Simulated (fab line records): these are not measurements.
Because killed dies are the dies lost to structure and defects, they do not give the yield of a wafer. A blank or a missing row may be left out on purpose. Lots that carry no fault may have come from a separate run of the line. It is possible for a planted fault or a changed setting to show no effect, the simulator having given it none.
Split-lot study | flow n5_finfet | on a route of 1938 steps: 7 lots, 21 wafers read

THE SPLIT
At N5_BEOL_M4_ETCH_64 (etches SOC in N2/H2, target depth 75 nm, overetch 22.5 nm, time 121.9 s), the setting bias_w was moved away from the recipe's 150 W on 6 of the 21 wafers read, by -16.0% to +14.4%. All remaining wafers had this setting at the recipe value.

The split's own step is where the reading is taken.

THE READING
rf_vpp_V, in V, at N5_BEOL_M4_ETCH_64 (etches SOC in N2/H2, target depth 75 nm, overetch 22.5 nm, time 121.9 s). On this fab line, fault-free wafers typically give 524.7 V with a standard deviation of 2.7 V.

wafer  | tool, chamber at the split | bias_w as run, W | against the recipe | rf_vpp_V, V | against lot-mates on the recipe
L078.1 | rie_diel-02, 2             | 150              | recipe             | 522.4       | -
L078.3 | rie_diel-02, 0             | 150              | recipe             | 527.0       | -
L078.5 | rie_diel-02, 0             | 150              | recipe             | 528.5       | -
L077.1 | rie_diel-02, 2             | 150              | recipe             | 522.4       | -
L077.3 | rie_diel-02, 1             | 150              | recipe             | 523.4       | -
L077.6 | rie_diel-02, 1             | 171.6            | +14.4%             | 568.4       | +45.5
L079.1 | rie_diel-06, 3             | 168.4            | +12.3%             | 566.2       | +41.3
L079.4 | rie_diel-06, 0             | 150              | recipe             | 524.9       | -
L079.5 | rie_diel-06, 2             | 168.4            | +12.3%             | 566.2       | +41.3
L088.1 | rie_diel-03, 1             | 150              | recipe             | 525.5       | -
L088.2 | rie_diel-03, 3             | 150              | recipe             | 528.5       | -
L088.5 | rie_diel-03, 3             | 150              | recipe             | 528.4       | -
L089.3 | rie_diel-06, 2             | 126              | -16.0%             | 472.7       | -53.1
L089.4 | rie_diel-06, 0             | 150              | recipe             | 525.8       | -
L089.5 | rie_diel-06, 1             | 126              | -16.0%             | 469.2       | -56.6
L090.1 | rie_diel-06, 1             | 150              | recipe             | 526.0       | -
L090.5 | rie_diel-06, 3             | 139.7            | -6.9%              | 501.7       | -23.7
L090.6 | rie_diel-06, 1             | 150              | recipe             | 524.7       | -
L097.3 | rie_diel-03, 1             | 150              | recipe             | 525.1       | -
L097.4 | rie_diel-03, 1             | 150              | recipe             | 525.8       | -
L097.5 | rie_diel-03, 0             | 150              | recipe             | 522.2       | -

THE FIT
A straight line over all 21 wafers: rf_vpp_V changes by +3.3 V for each +1% of bias_w; r = +1.00; the points scatter about the line by 2.2 V.
The same after taking each lot's own level away (the mean of its wafers on the recipe; 21 wafers): +3.36 V for each +1%; r = +1.00; scatter 1.6 V.
That fit puts the effect of the largest move of bias_w on the reading at 54 V.
From 522.90 to 527.47 V: that is the span of the lots' own levels, equal to 1.7 times the standard deviation above.
Consequently the slope shifts little with the lot-to-lot level, the two slopes agreeing.
Check: for one of the wafers moved furthest among these (-16.0%), held out of the fit, the line's prediction against its lot-mates is -54.4 V. Against them it came out at -53.1 V.
Tool readings at the split's step, against how far the setting was moved: rf_vpp_V r = +1.00.

OTHER SPLITS APPLIED TO THESE WAFERS
These wafers also went through other splits before the reading. Each is held against what the fit with the lots' levels taken away leaves over:
other split on the same wafers | wafers away from the commonest value | r with rf_vpp_V (lot level and that fit taken away)
N5_BEOL_M2_DESCUM_16 time_s    | 6                                    | +0.12
N5_BEOL_M2_ETCH_74 source_w    | 6                                    | +0.13
N5_BEOL_M3_COAT_68 spin_rpm    | 9                                    | -0.06
N5_BEOL_M3_COAT_22 spin_rpm    | 8                                    | +0.02
N5_BEOL_M4_COAT_05 spin_rpm    | 6                                    | +0.07

THE WHOLE CHAIN: every reading that the file lists as answering this split, in the file's order
step               | what it does                                                            | reading                                                                          | change (the file's fit)               | r (the file's)
N5_BEOL_M4_ETCH_64 | etches SOC in N2/H2, target depth 75 nm, overetch 22.5 nm, time 121.9 s | rf_vpp_V                                                                         | +3.33 V for each +1% of the setting   | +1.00
N5_BEOL_M4_ETCH_64 | etches SOC in N2/H2, target depth 75 nm, overetch 22.5 nm, time 121.9 s | SiARC_of_BEOL_M4_COAT_62.thk_nm (the simulator's own value, which no gauge read) | -0.062 nm for each +1% of the setting | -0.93

THE FILE'S OWN FIT
rf_vpp_V changes by +3.33 V for each +1% of bias_w, r = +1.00.
